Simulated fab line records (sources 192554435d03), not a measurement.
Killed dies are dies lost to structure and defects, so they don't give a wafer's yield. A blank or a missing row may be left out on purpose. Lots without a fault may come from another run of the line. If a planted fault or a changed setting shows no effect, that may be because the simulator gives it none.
Which tool is to blame? + flow n5 finfet + Sampling: 11 lots, 32 wafers, 5 of 1938 route steps

## WHAT THE GAUGES READ, wafer by wafer
N5_BEOL_M4_RC_MEAS_101.
| lot  | measured     | on        | DIBL_N (mV/V)  |
|------|--------------|-----------|----------------|
| L213 | day 9 04:04  | prober-02 | 36.6 35.0 37.3 |
| L214 | day 9 07:08  | prober-02 | 32.9 34.0 33.6 |
| L223 | day 11 15:52 | prober-01 | 37.1 35.0 36.6 |
| L222 | day 11 16:47 | prober-02 | 34.5 37.8 36.8 |
| L224 | day 11 22:15 | prober-01 | 38.9 39.1 36.9 |
| L227 | day 12 08:17 | prober-02 | 34.9 38.7 40.8 |
| L228 | day 12 08:16 | prober-01 | 37.2 36.1 37.1 |
| L229 | day 13 05:14 | prober-02 | 34.1 36.5      |
| L231 | day 13 07:56 | prober-02 | 35.1 39.0 39.5 |
| L230 | day 13 09:20 | prober-02 | 38.8 36.6 33.3 |
| L233 | day 14 02:49 | prober-01 | 36.4 36.0 33.9 |

## EACH LOT AND THE TOOL THAT RAN IT (in order: tool; ch and the chambers of the sampled wafers; start)
| lot  | N5_BEOL_M3_SPUTTER_81        | N5_BEOL_M3_ANNEAL_87         | N5_BEOL_M3_SPUTTER_90        | N5_BEOL_M3_ANNEAL_91         |
|------|------------------------------|------------------------------|------------------------------|------------------------------|
| L213 | pvd sputter-01, day 8 11:04  | pvd sputter-01, day 8 11:22  | pvd sputter-01, day 8 11:44  | pvd sputter-01, day 8 11:49  |
| L214 | pvd sputter-02, day 8 13:44  | pvd sputter-02, day 8 14:02  | pvd sputter-02, day 8 14:23  | pvd sputter-02, day 8 14:28  |
| L223 | pvd sputter-03, day 11 00:52 | pvd sputter-03, day 11 01:10 | pvd sputter-03, day 11 01:31 | pvd sputter-03, day 11 01:36 |
| L222 | pvd sputter-01, day 11 02:19 | pvd sputter-01, day 11 02:37 | pvd sputter-01, day 11 02:58 | pvd sputter-01, day 11 03:03 |
| L224 | pvd sputter-01, day 11 06:24 | pvd sputter-01, day 11 06:42 | pvd sputter-01, day 11 07:04 | pvd sputter-01, day 11 07:08 |
| L227 | pvd sputter-03, day 11 17:35 | pvd sputter-03, day 11 17:53 | pvd sputter-03, day 11 18:15 | pvd sputter-03, day 11 18:20 |
| L228 | pvd sputter-01, day 11 20:45 | pvd sputter-01, day 11 21:03 | pvd sputter-01, day 11 21:25 | pvd sputter-01, day 11 21:29 |
| L229 | pvd sputter-02, day 12 14:58 | pvd sputter-02, day 12 15:16 | pvd sputter-02, day 12 15:37 | pvd sputter-02, day 12 15:42 |
| L231 | pvd sputter-03, day 12 19:37 | pvd sputter-03, day 12 19:55 | pvd sputter-03, day 12 20:17 | pvd sputter-03, day 12 20:22 |
| L230 | pvd sputter-03, day 12 21:28 | pvd sputter-03, day 12 21:46 | pvd sputter-03, day 12 22:07 | pvd sputter-03, day 12 22:12 |
| L233 | pvd sputter-03, day 13 15:21 | pvd sputter-03, day 13 15:39 | pvd sputter-03, day 13 16:01 | pvd sputter-03, day 13 16:05 |
- N5_BEOL_M3_SPUTTER_81: material Cu, target thk 4.5 nm, time 8.29 s.
- N5_BEOL_M3_ANNEAL_87: time 240 s.
- N5_BEOL_M3_SPUTTER_90: material Cu, target thk 4.5 nm, time 8.29 s.
- N5_BEOL_M3_ANNEAL_91: time 240 s.

## THE ANSWER, worked out from the rows above alone
Rule: the usual values come from the lots themselves. Put in order of their means at a reading, lots are off if they are a third of the lots or fewer, leave a main group of 4 or more, and stand apart from it by a gap of 3 or more times the standard deviation of the main group's means; of several such gaps the widest counts. The tables above print the reading to a certain number of digits; a main group whose means all agree to those digits is not used. A lot without any number at a reading at which 4 lots or more have one is off too. Where the step has rows for the other lots, those lots are counted as sound.
No lot is off on any of the readings shown, so nothing can be concluded from this.

## WHAT THE SIMULATOR HAD PUT IN
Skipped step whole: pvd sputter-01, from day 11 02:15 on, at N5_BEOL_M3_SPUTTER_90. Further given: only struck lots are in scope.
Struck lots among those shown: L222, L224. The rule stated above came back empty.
